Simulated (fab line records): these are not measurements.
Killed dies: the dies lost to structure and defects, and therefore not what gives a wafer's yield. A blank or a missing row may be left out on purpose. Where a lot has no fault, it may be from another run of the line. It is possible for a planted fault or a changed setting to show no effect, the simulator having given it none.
Which tool did it? | flow nand-harc | 12 lots, 36 wafers sampled, at 5 steps of a route of 1159

== WHAT THE GAUGES SHOWED, per wafer ==
NHARC_END_SORT_01. Usual: defect-limited-yield 95.1 %, standard deviation 1.3; killed-at-array 29, standard deviation 8.4; killed-at-other 0.7, standard deviation 1.2; killed-at-periphery 3.8, standard deviation 2.1; killed-dies 33, standard deviation 9; killed-open 3.4, standard deviation 2; killed-short 2.1, standard deviation 1.4; sort_bin_2_pct 1.5 %, standard deviation 0.56; sort_bin_3_pct 0.26 %, standard deviation 0.2; sort_bin_4_pct 3.1 %, standard deviation 0.91; sort-n-pass 644, standard deviation 9; sort-rim-yield-pct 96.2 %, standard deviation 2.2; sort-yield-pct 95.1 %, standard deviation 1.3.
lot  | measured     | on        | defect-limited-yield (%) | killed-at-array | killed-at-other | killed-at-periphery | killed-dies | killed-open | killed-short | sort_bin_2_pct (%) | sort_bin_3_pct (%) | sort_bin_4_pct (%) | sort-n-pass | sort-rim-yield-pct (%) | sort-yield-pct (%) | flag
L556 | day 21 07:39 | prober-01 | 93.9 95.0 95.3           | 33 29 29        | 0 0 0           | 8 5 3               | 41 34 32    | 5 5 1       | 2 1 2        | 2.2 1.9 2.2        | 0.15 0 0.30        | 3.7 3.1 2.2        | 636 643 645 | 94.3 94.3 96.2         | 93.9 95.0 95.3     |
L568 | day 22 22:43 | prober-01 | 0 0 0                    | 672 676 674     | 3 0 2           | 2 1 1               | 677 677 677 | 3 1 3       | 0 0 2        | 97.2 97.0 96.3     | 0 0 0.15           | 2.8 3.0 3.5        | 0 0 0       | 0 0 0                  | 0 0 0              | OFF
L571 | day 23 08:51 | prober-02 | 0 0 0                    | 676 674 674     | 0 0 0           | 1 3 3               | 677 677 677 | 1 3 4       | 0 2 4        | 97.3 97.2 96.2     | 0 0.15 0.74        | 2.7 2.7 3.1        | 0 0 0       | 0 0 0                  | 0 0 0              | OFF
L575 | day 23 22:02 | prober-02 | 96.8 94.8 96.2           | 18 30 21        | 2 0 3           | 2 5 2               | 22 35 26    | 1 5 4       | 3 5 1        | 1.5 1.5 1.2        | 0 0.15 0           | 1.8 3.5 2.7        | 655 642 651 | 96.2 96.2 98.1         | 96.8 94.8 96.2     |
L574 | day 23 22:16 | prober-01 | 93.9 92.6 92.2           | 39 45 50        | 2 1 0           | 0 4 3               | 41 50 53    | 2 3 4       | 2 1 1        | 1.5 2.5 3.1        | 0.30 0.15 0.44     | 4.3 4.7 4.3        | 636 627 624 | 90.6 93.4 96.2         | 93.9 92.6 92.2     |
L577 | day 24 07:41 | prober-01 | 92.8 94.4 93.6           | 40 33 35        | 1 1 1           | 8 4 7               | 49 38 43    | 2 4 4       | 5 2 3        | 0.7 1.5 2.4        | 1.03 0.59 0.30     | 5.5 3.5 3.7        | 628 639 634 | 96.2 96.2 96.2         | 92.8 94.4 93.6     |

== TOOL THAT RAN EACH LOT (tool first, then ch and the chambers of the sampled wafers, then the start) ==
lot  | NHARC_A_M1_PRE_CLEAN_32         | NHARC_A_BONDPAD_ETCH_12            | NHARC_A_BONDPAD_PRE_CLEAN_26            | NHARC_A_BONDPAD_ANNEAL_28
L556 | pecvd-02 ch 1,2, day 18 12:31   | rie-diel-09 ch 0,1,3, day 18 15:07 | pvd-sputter-02, day 18 16:44 or earlier | rtp-anneal-02 ch 0, day 18 16:44
L560 | pecvd-02 ch 1,2, day 18 13:02   | rie-diel-03 ch 1,3, day 18 15:24   | pvd-sputter-03, day 18 17:03 or earlier | rtp-anneal-02 ch 0, day 18 17:03
L558 | pecvd-02 ch 1,2, day 18 14:11   | rie-diel-09 ch 0,2,3, day 18 16:23 | pvd-sputter-02, day 18 18:20 or earlier | rtp-anneal-01 ch 0, day 18 18:20
L562 | pecvd-02 ch 0,1,2, day 19 02:34 | rie-diel-03 ch 0,1,2, day 19 04:52 | pvd-sputter-01, day 19 06:23 or earlier | rtp-anneal-01 ch 0, day 19 06:23
L563 | pecvd-02 ch 0,1, day 20 10:10   | rie-diel-09 ch 2,3, day 20 12:25   | pvd-sputter-01, day 20 13:55 or earlier | rtp-anneal-01 ch 0, day 20 13:55
L569 | pecvd-01 ch 0,1,2, day 20 14:13 | rie-diel-09 ch 0,1,2, day 20 16:22 | pvd-sputter-02, day 20 17:54 or earlier | rtp-anneal-02 ch 0, day 20 17:54
L568 | pecvd-01 ch 0,2, day 20 15:08   | rie-diel-09 ch 1,2,3, day 20 17:15 | pvd-sputter-02, day 20 18:50 or earlier | rtp-anneal-02 ch 0, day 20 18:50
L571 | pecvd-04 ch 0,1,2, day 21 04:27 | rie-diel-09 ch 1,2, day 21 06:34   | pvd-sputter-02, day 21 08:17 or earlier | rtp-anneal-01 ch 0, day 21 08:17
L575 | pecvd-02 ch 0,1,2, day 22 04:49 | rie-diel-09 ch 0,2,3, day 22 07:04 | pvd-sputter-02, day 22 08:35 or earlier | rtp-anneal-02 ch 0, day 22 08:35
L574 | pecvd-02 ch 0,2, day 22 06:49   | rie-diel-09 ch 1,3, day 22 09:05   | pvd-sputter-03, day 22 10:47 or earlier | rtp-anneal-01 ch 0, day 22 10:47
L577 | pecvd-02 ch 0,1, day 22 09:52   | rie-diel-09 ch 0,3, day 22 12:13   | pvd-sputter-03, day 22 13:56 or earlier | rtp-anneal-01 ch 0, day 22 13:56
L576 | pecvd-01 ch 0,1, day 22 13:47   | rie-diel-09 ch 0,3, day 22 15:54   | pvd-sputter-02, day 22 17:31 or earlier | rtp-anneal-02 ch 0, day 22 17:31
- NHARC_A_M1_PRE_CLEAN_32: time 12 s.
- NHARC_A_BONDPAD_ETCH_12: etches the open film in CHF3/O2, target depth 220 nm, time 110 s.
- NHARC_A_BONDPAD_PRE_CLEAN_26: time 30 s.
- NHARC_A_BONDPAD_ANNEAL_28: time 90 s.

== WHAT THE TOOLS THEMSELVES READ (means of the sampled wafers that have a number; where no wafer has one, the mark that the record gives instead) ==
NHARC_A_M1_PRE_CLEAN_32. Usual: heater-power-w 634 W, standard deviation 67.
lot  | tool     | heater-power-w (W) | flag
L556 | pecvd-02 | 555                |
L560 | pecvd-02 | 608                |
L558 | pecvd-02 | 584                |
L562 | pecvd-02 | 651                |
L563 | pecvd-02 | 636                |
L569 | pecvd-01 | 587                |
L568 | pecvd-01 | 586                |
L571 | pecvd-04 | 698                |
L575 | pecvd-02 | 600                |
L574 | pecvd-02 | 693                |
L577 | pecvd-02 | 609                |
L576 | pecvd-01 | 628                |

NHARC_A_BONDPAD_ETCH_12. Usual: bias-w 200.0 W, standard deviation 0.63; chamber-pressure-mTorr 25.002 mTorr, standard deviation 0.027; drypump-motor-current-A 5.4 A, standard deviation 0.47; mfc-ar-sccm 200.0 sccm, standard deviation 0.63; oes-product-au 0.953 a.u., standard deviation 0.025; rf-vpp-V 369.2 V, standard deviation 1.5; showerhead-plenum-p-Torr 2.34 Torr, standard deviation 0.065; throttle-valve-pct 20.573 %, standard deviation 0.0095.
lot  | tool        | bias-w (W) | chamber-pressure-mTorr (mTorr) | drypump-motor-current-A (A) | mfc-ar-sccm (sccm) | oes-product-au (a.u.) | rf-vpp-V (V) | showerhead-plenum-p-Torr (Torr) | throttle-valve-pct (%) | flag
L556 | rie-diel-09 | 200.0      | 25.023                         | 5.4                         | 200.1              | 0.967                 | 368.8        | 2.33                            | 20.574                 |
L560 | rie-diel-03 | 199.6      | 25.029                         | 5.6                         | 199.3              | 0.930                 | 369.0        | 2.31                            | 20.571                 |
L558 | rie-diel-09 | 199.5      | 25.008                         | 5.0                         | 199.5              | 0.923                 | 369.0        | 2.32                            | 20.563                 |
L562 | rie-diel-03 | 199.9      | 24.986                         | 5.8                         | 200.1              | 0.924                 | 369.3        | 2.34                            | 20.572                 |
L563 | rie-diel-09 | 199.6      | 24.965                         | 5.1                         | 200.1              | 0.968                 | 370.1        | 2.35                            | 20.563                 |
L569 | rie-diel-09 | 199.9      | 24.988                         | 5.3                         | 199.9              | 0.953                 | 368.3        | 2.35                            | 20.577                 |
L568 | rie-diel-09 | -          | -                              | -                           | -                  | -                     | -            | -                               | -                      | OFF
L571 | rie-diel-09 | -          | -                              | -                           | -                  | -                     | -            | -                               | -                      | OFF
L575 | rie-diel-09 | 200.2      | 25.008                         | 5.0                         | 200.0              | 0.971                 | 368.6        | 2.32                            | 20.574                 |
L574 | rie-diel-09 | 200.9      | 25.008                         | 5.7                         | 199.1              | 0.979                 | 369.9        | 2.38                            | 20.582                 |
L577 | rie-diel-09 | 200.1      | 25.006                         | 5.0                         | 199.9              | 0.959                 | 368.6        | 2.30                            | 20.579                 |
L576 | rie-diel-09 | 200.2      | 25.002                         | 5.0                         | 199.5              | 0.968                 | 368.5        | 2.27                            | 20.581                 |

NHARC_A_BONDPAD_PRE_CLEAN_26. Usual: heater-power-w 430 W, standard deviation 47.
lot  | tool           | heater-power-w (W) | flag
L556 | pvd-sputter-02 | 390                |
L560 | pvd-sputter-03 | 401                |
L558 | pvd-sputter-02 | 424                |
L562 | pvd-sputter-01 | 427                |
L563 | pvd-sputter-01 | 438                |
L569 | pvd-sputter-02 | 426                |
L568 | pvd-sputter-02 | 450                |
L571 | pvd-sputter-02 | 451                |
L575 | pvd-sputter-02 | 482                |
L574 | pvd-sputter-03 | 388                |
L577 | pvd-sputter-03 | 401                |
L576 | pvd-sputter-02 | 440                |

NHARC_A_BONDPAD_ANNEAL_28. Usual: anneal-temp-c-max 226.8, standard deviation 0.68; wafer_temp_C_max 225.97, standard deviation 0.21.
lot  | tool          | anneal-temp-c-max | wafer_temp_C_max | flag
L556 | rtp-anneal-02 | 226.1             | 226.08           |
L560 | rtp-anneal-02 | 226.1             | 226.18           |
L558 | rtp-anneal-01 | 227.7             | 225.80           |
L562 | rtp-anneal-01 | 227.4             | 226.01           |
L563 | rtp-anneal-01 | 227.3             | 226.15           |
L569 | rtp-anneal-02 | 226.0             | 226.00           |
L568 | rtp-anneal-02 | 226.1             | 225.93           |
L571 | rtp-anneal-01 | 227.5             | 225.83           |
L575 | rtp-anneal-02 | 226.1             | 225.86           |
L574 | rtp-anneal-01 | 227.3             | 225.81           |
L577 | rtp-anneal-01 | 227.2             | 225.96           |
L576 | rtp-anneal-02 | 226.0             | 225.93           |

== THE ANSWER, worked out from the rows above alone ==
Rule: take the mean of a lot's wafers that have a number; if it is more than 3 standard deviations from the usual mean, the lot is off. Also off: a lot with no number at a reading for which 4 or more lots have one. All remaining lots with rows at the step are treated as sound. First the gauges in route order, then the tools' own readings, where a lot's mean is used as printed above. At the first step where some lot is off, the reading lying furthest off is the one used; lots without a number count as furthest.
Off: L568, L571 (NHARC_END_SORT_01, sort_bin_2_pct). Neither off nor sound, because the step has no rows for them: L560, L558, L562, L563, L569, L576.
If a tool, at a process step before that reading, ran all the lots that are off and no sound lot after the first of them, it fits. The gauges at NHARC_END_SORT_01 aren't tried: what is off there is off at NHARC_A_BONDPAD_ETCH_12 too, on other tools, and a gauge's error can't cause that. NHARC_A_BONDPAD_PRE_CLEAN_26: start missing for some lots; hours and lot order therefore follow NHARC_A_BONDPAD_ANNEAL_28. None of those tried fits.

== WHAT THE SIMULATOR PUT IN ==
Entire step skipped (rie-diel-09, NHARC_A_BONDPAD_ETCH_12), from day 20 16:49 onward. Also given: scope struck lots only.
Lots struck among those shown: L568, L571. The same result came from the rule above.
